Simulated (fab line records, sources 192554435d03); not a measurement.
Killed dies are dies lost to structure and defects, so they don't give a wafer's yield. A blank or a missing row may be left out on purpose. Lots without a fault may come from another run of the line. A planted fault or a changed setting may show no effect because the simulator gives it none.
Split-lot experiment | flow n5_finfet | 7 lots, 39 wafers read, on a route of 1938 steps

THE SPLIT
At N5_HKMG_FIN_ALD_79 (deposits TiN, target thk 1.5 nm, pulse time 1 s, purge time 3 s), the setting ald_cycles was moved away from the recipe's 68 on 18 of the 39 wafers read, by -50.0% to +58.8%. The other wafers ran this setting at the recipe's value.

The reading is taken at the split's own step.

THE READING
TiN_of_HKMG_FIN_ALD_79.thk_nm (the simulator's own value, which no gauge read), in nm, at N5_HKMG_FIN_ALD_79 (deposits TiN, target thk 1.5 nm, pulse time 1 s, purge time 3 s). The file gives no usual value for it. The 21 wafers here that ran the recipe average 1.5 nm, standard deviation 0.099 nm.

wafer  | tool, chamber at the split | ald_cycles as run | against the recipe | TiN_of_HKMG_FIN_ALD_79.thk_nm, nm | against lot-mates on the recipe
L074.1 | ald_metal-01, 3,2          | 68                | recipe             | 1.4                               | -
L074.2 | ald_metal-01, 3,2          | 68                | recipe             | 1.4                               | -
L074.3 | ald_metal-01, 1,0,0        | 44                | -35.3%             | 1                                 | -0.5
L074.4 | ald_metal-01, 1,0,0        | 44                | -35.3%             | 1                                 | -0.5
L074.6 | ald_metal-01, 1,0,0        | 44                | -35.3%             | 1                                 | -0.5
L074.5 | ald_metal-01, 1            | 68                | recipe             | 1.6                               | -
L075.1 | ald_metal-03, 1,2,3        | 81                | +19.1%             | 1.8                               | +0.3
L075.3 | ald_metal-03, 1,2,3        | 81                | +19.1%             | 1.8                               | +0.3
L075.4 | ald_metal-03, 1,2,3        | 81                | +19.1%             | 1.8                               | +0.3
L075.2 | ald_metal-03, 0            | 68                | recipe             | 1.6                               | -
L075.6 | ald_metal-03, 0            | 68                | recipe             | 1.6                               | -
L075.5 | ald_metal-03, 1            | 68                | recipe             | 1.4                               | -
L078.1 | ald_metal-02, 1,3          | 68                | recipe             | 1.4                               | -
L078.6 | ald_metal-02, 1,3          | 68                | recipe             | 1.4                               | -
L078.2 | ald_metal-02, 0,2,2        | 108               | +58.8%             | 2.4                               | +0.9
L078.4 | ald_metal-02, 0,2,2        | 108               | +58.8%             | 2.4                               | +0.9
L078.5 | ald_metal-02, 0,2,2        | 108               | +58.8%             | 2.4                               | +0.9
L078.3 | ald_metal-02, 3            | 68                | recipe             | 1.6                               | -
L079.1 | ald_metal-03, 2            | 68                | recipe             | 1.4                               | -
L079.2 | ald_metal-03, 0,2          | 68                | recipe             | 1.6                               | -
L079.6 | ald_metal-03, 0,2          | 68                | recipe             | 1.6                               | -
L082.1 | ald_metal-01, 2,3,1        | 83                | +22.1%             | 1.8                               | +0.4
L082.4 | ald_metal-01, 2,3,1        | 83                | +22.1%             | 1.8                               | +0.4
L082.6 | ald_metal-01, 2,3,1        | 83                | +22.1%             | 1.8                               | +0.4
L082.2 | ald_metal-01, 1,3,2        | 68                | recipe             | 1.4                               | -
L082.3 | ald_metal-01, 1,3,2        | 68                | recipe             | 1.4                               | -
L082.5 | ald_metal-01, 1,3,2        | 68                | recipe             | 1.4                               | -
L085.1 | ald_metal-03, 0,1,3        | 34                | -50.0%             | 0.8                               | -0.7
L085.3 | ald_metal-03, 0,1,3        | 34                | -50.0%             | 0.8                               | -0.7
L085.6 | ald_metal-03, 0,1,3        | 34                | -50.0%             | 0.8                               | -0.7
L085.2 | ald_metal-03, 3            | 68                | recipe             | 1.4                               | -
L085.4 | ald_metal-03, 0,1          | 68                | recipe             | 1.6                               | -
L085.5 | ald_metal-03, 0,1          | 68                | recipe             | 1.6                               | -
L090.1 | ald_metal-02, 2,0          | 68                | recipe             | 1.4                               | -
L090.6 | ald_metal-02, 2,0          | 68                | recipe             | 1.4                               | -
L090.2 | ald_metal-02, 3,0,1        | 92                | +35.3%             | 2                                 | +0.5
L090.4 | ald_metal-02, 3,0,1        | 92                | +35.3%             | 2                                 | +0.5
L090.5 | ald_metal-02, 3,0,1        | 92                | +35.3%             | 2                                 | +0.5
L090.3 | ald_metal-02, 1            | 68                | recipe             | 1.6                               | -
Where a row lists several chambers, the file gives one row for several wafers and doesn't say which wafer went through which chamber.

THE FIT
A straight line over all 39 wafers: TiN_of_HKMG_FIN_ALD_79.thk_nm changes by +0.0146 nm for each +1% of ald_cycles; r = +0.98; the points scatter about the line by 0.077 nm.
The same after taking each lot's own level away (the mean of its wafers on the recipe; 39 wafers): +0.0151 nm for each +1%; r = +0.99; scatter 0.071 nm.
On that fit, the largest move of ald_cycles shifts the reading by 0.89 nm.
The lots' own levels span 1.40 to 1.53 nm, that is 1.3 times the standard deviation above.
So the lot-to-lot level changes the slope little: the two slopes agree.
Check: with one of the wafers moved furthest among these (+58.8%) left out of the fit, the line predicts +0.894 nm for it against its lot-mates. It came out at +0.933 nm against them.

OTHER SPLITS ON THESE WAFERS
These wafers also went through other splits before the reading. Each is held against what the fit with the lots' levels taken away leaves over:
other split on the same wafers          | wafers away from the commonest value | r with TiN_of_HKMG_FIN_ALD_79.thk_nm (lot level and that fit taken away)
N5_ZERO_LAYER_DEVELOP_10 develop_time_s | 15                                   | +0.05
N5_SD_EPI_N_DEVELOP_08 develop_time_s   | 12                                   | -0.10

THE FILE'S OWN FIT
TiN_of_HKMG_FIN_ALD_79.thk_nm changes by +0.0151 nm for each +1% of ald_cycles, r = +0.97.
